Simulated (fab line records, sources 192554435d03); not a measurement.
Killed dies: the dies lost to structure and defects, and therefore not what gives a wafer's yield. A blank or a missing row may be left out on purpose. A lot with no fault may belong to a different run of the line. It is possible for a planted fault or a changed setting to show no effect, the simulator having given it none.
Split-lot trial / flow n5_finfet / 21 wafers read across 7 lots, on a route 1938 steps long

THE SPLIT ITSELF
At N5_BEOL_M15_TRENCH_ETCH_34 (etches SiO2 in C4F8/O2/Ar, target depth 872.93 nm, time 199 s), the setting time_s was moved away from the recipe's 199 s on 11 of the 21 wafers read, by -18.4% to +20.2%. This setting was run at the recipe's value on the other wafers.

FROM THE SPLIT TO THE READING: what the file shows between them, 7 steps
- N5_BEOL_M15_STRIP_36: strips in O2
- N5_BEOL_M15_ECD_47: material Cu, target thk 1860 nm
- N5_BEOL_M15_ANNEAL_48: time 90 s
- N5_BEOL_M15_CMP_49: polishes, stops on SiO2, t overpolish 4.9 s, target thk 850 nm
- N5_BEOL_M15_THK_MEAS_50: measures by xrf
- N5_BEOL_M15_PRE_CLEAN_52: time 15 s
- N5_BEOL_M15_DEP_53: deposits SiCN from 3MS/NH3, target thk 50 nm, time 17.8 s

THE READING
M15_RS in ohm/sq, measured at N5_BEOL_M15_RS_MEAS_54 by four-point-probe. A value of 0.0215 ohm/sq with a standard deviation of 0.00052 ohm/sq is what fault-free wafers of this fab line usually give.

wafer=L080.3; tool, chamber at the split=rie_diel-06, 1; time_s as run, s=239.2; against the recipe=+20.2%; M15_RS, ohm/sq=0.0180; against lot-mates on the recipe=-0.0045
wafer=L080.5; tool, chamber at the split=rie_diel-06, 3; time_s as run, s=199; against the recipe=recipe; M15_RS, ohm/sq=0.0225; against lot-mates on the recipe=-
wafer=L080.6; tool, chamber at the split=rie_diel-06, 0; time_s as run, s=239.2; against the recipe=+20.2%; M15_RS, ohm/sq=0.0177; against lot-mates on the recipe=-0.0048
wafer=L082.4; tool, chamber at the split=rie_diel-02, 2; time_s as run, s=199; against the recipe=recipe; M15_RS, ohm/sq=0.0218; against lot-mates on the recipe=-
wafer=L082.5; tool, chamber at the split=rie_diel-02, 0; time_s as run, s=199; against the recipe=recipe; M15_RS, ohm/sq=0.0216; against lot-mates on the recipe=-
wafer=L082.6; tool, chamber at the split=rie_diel-02, 1; time_s as run, s=162.4; against the recipe=-18.4%; M15_RS, ohm/sq=0.0263; against lot-mates on the recipe=+0.0046
wafer=L083.3; tool, chamber at the split=rie_diel-02, 2; time_s as run, s=183.1; against the recipe=-8.0%; M15_RS, ohm/sq=0.0238; against lot-mates on the recipe=+0.0029
wafer=L083.4; tool, chamber at the split=rie_diel-02, 3; time_s as run, s=199; against the recipe=recipe; M15_RS, ohm/sq=0.0209; against lot-mates on the recipe=-
wafer=L083.5; tool, chamber at the split=rie_diel-02, 3; time_s as run, s=183.1; against the recipe=-8.0%; M15_RS, ohm/sq=0.0229; against lot-mates on the recipe=+0.0020
wafer=L084.1; tool, chamber at the split=rie_diel-06, 0; time_s as run, s=223.8; against the recipe=+12.5%; M15_RS, ohm/sq=0.0193; against lot-mates on the recipe=-0.0020
wafer=L084.3; tool, chamber at the split=rie_diel-06, 1; time_s as run, s=223.8; against the recipe=+12.5%; M15_RS, ohm/sq=0.0196; against lot-mates on the recipe=-0.0017
wafer=L084.4; tool, chamber at the split=rie_diel-06, 2; time_s as run, s=199; against the recipe=recipe; M15_RS, ohm/sq=0.0213; against lot-mates on the recipe=-
wafer=L086.1; tool, chamber at the split=rie_diel-06, 1; time_s as run, s=163.7; against the recipe=-17.7%; M15_RS, ohm/sq=0.0270; against lot-mates on the recipe=+0.0059
wafer=L086.4; tool, chamber at the split=rie_diel-06, 2; time_s as run, s=199; against the recipe=recipe; M15_RS, ohm/sq=0.0211; against lot-mates on the recipe=-
wafer=L086.6; tool, chamber at the split=rie_diel-06, 0; time_s as run, s=163.7; against the recipe=-17.7%; M15_RS, ohm/sq=0.0268; against lot-mates on the recipe=+0.0057
wafer=L092.1; tool, chamber at the split=rie_diel-03, 0; time_s as run, s=199; against the recipe=recipe; M15_RS, ohm/sq=0.0211; against lot-mates on the recipe=-
wafer=L092.3; tool, chamber at the split=rie_diel-03, 1; time_s as run, s=222.9; against the recipe=+12.0%; M15_RS, ohm/sq=0.0187; against lot-mates on the recipe=-0.0024
wafer=L092.4; tool, chamber at the split=rie_diel-03, 2; time_s as run, s=222.9; against the recipe=+12.0%; M15_RS, ohm/sq=0.0186; against lot-mates on the recipe=-0.0025
wafer=L097.2; tool, chamber at the split=rie_diel-06, 1; time_s as run, s=199; against the recipe=recipe; M15_RS, ohm/sq=0.0222; against lot-mates on the recipe=-
wafer=L097.4; tool, chamber at the split=rie_diel-06, 2; time_s as run, s=199; against the recipe=recipe; M15_RS, ohm/sq=0.0207; against lot-mates on the recipe=-
wafer=L097.6; tool, chamber at the split=rie_diel-06, 3; time_s as run, s=199; against the recipe=recipe; M15_RS, ohm/sq=0.0212; against lot-mates on the recipe=-

FIT RESULTS
A straight line over all 21 wafers: M15_RS changes by -0.000232 ohm/sq for each +1% of time_s; r = -0.97; the points scatter about the line by 0.00069 ohm/sq.
The same after taking each lot's own level away (the mean of its wafers on the recipe; 21 wafers): -0.000251 ohm/sq for each +1%; r = -0.98; scatter 0.0006 ohm/sq.
That fit puts the effect of the largest move of time_s on the reading at 0.0051 ohm/sq.
The span of the lots' own levels, 0.02090 to 0.02250 ohm/sq, comes to 3.1 times the standard deviation stated above.
The two slopes agree, so the slope changes little with the lot-to-lot level.
Check: -0.00473 ohm/sq against its lot-mates is what the line predicts for one of the wafers moved furthest among these (+20.2%) when that wafer is left out of the fit. It came out at -0.0045 ohm/sq against them.

FURTHER SPLITS ON THESE WAFERS
Other splits were also applied to these wafers ahead of the reading. Each is held against what the fit with the lots' levels taken away leaves over:
other split on the same wafers=N5_BEOL_M10_ETCH_41 source_w; wafers away from the commonest value=6; r with M15_RS (lot level and that fit taken away)=-0.19
other split on the same wafers=N5_BEOL_M11_COAT_22 spin_rpm; wafers away from the commonest value=9; r with M15_RS (lot level and that fit taken away)=-0.05
other split on the same wafers=N5_BEOL_M15_ILD_DEP_00 time_s; wafers away from the commonest value=9; r with M15_RS (lot level and that fit taken away)=-0.13

THE WHOLE CHAIN: every reading that the file lists as answering this split, in the file's order
step=N5_BEOL_M15_TRENCH_ETCH_34; what it does=etches SiO2 in C4F8/O2/Ar, target depth 872.93 nm, time 199 s; reading=etch.depth_nm (the simulator's own value, which no gauge read); change (the file's fit)=+9.15 nm for each +1% of the setting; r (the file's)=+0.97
step=N5_BEOL_M15_CMP_49; what it does=polishes, stops on SiO2, t overpolish 4.9 s, target thk 850 nm; reading=Cu_of_BEOL_M15_ECD_47.thk_nm (the simulator's own value, which no gauge read); change (the file's fit)=+9.23 nm for each +1% of the setting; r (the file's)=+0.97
step=N5_BEOL_M15_THK_MEAS_50; what it does=measures by xrf; reading=M15_THK; change (the file's fit)=+9.4 for each +1% of the setting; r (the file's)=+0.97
step=N5_BEOL_M15_RS_MEAS_54; what it does=measures by four-point-probe; reading=M15_RS; change (the file's fit)=-0.000247 for each +1% of the setting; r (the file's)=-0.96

FILE'S OWN FIT
M15_RS changes by -0.000247 ohm/sq for each +1% of time_s, r = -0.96.
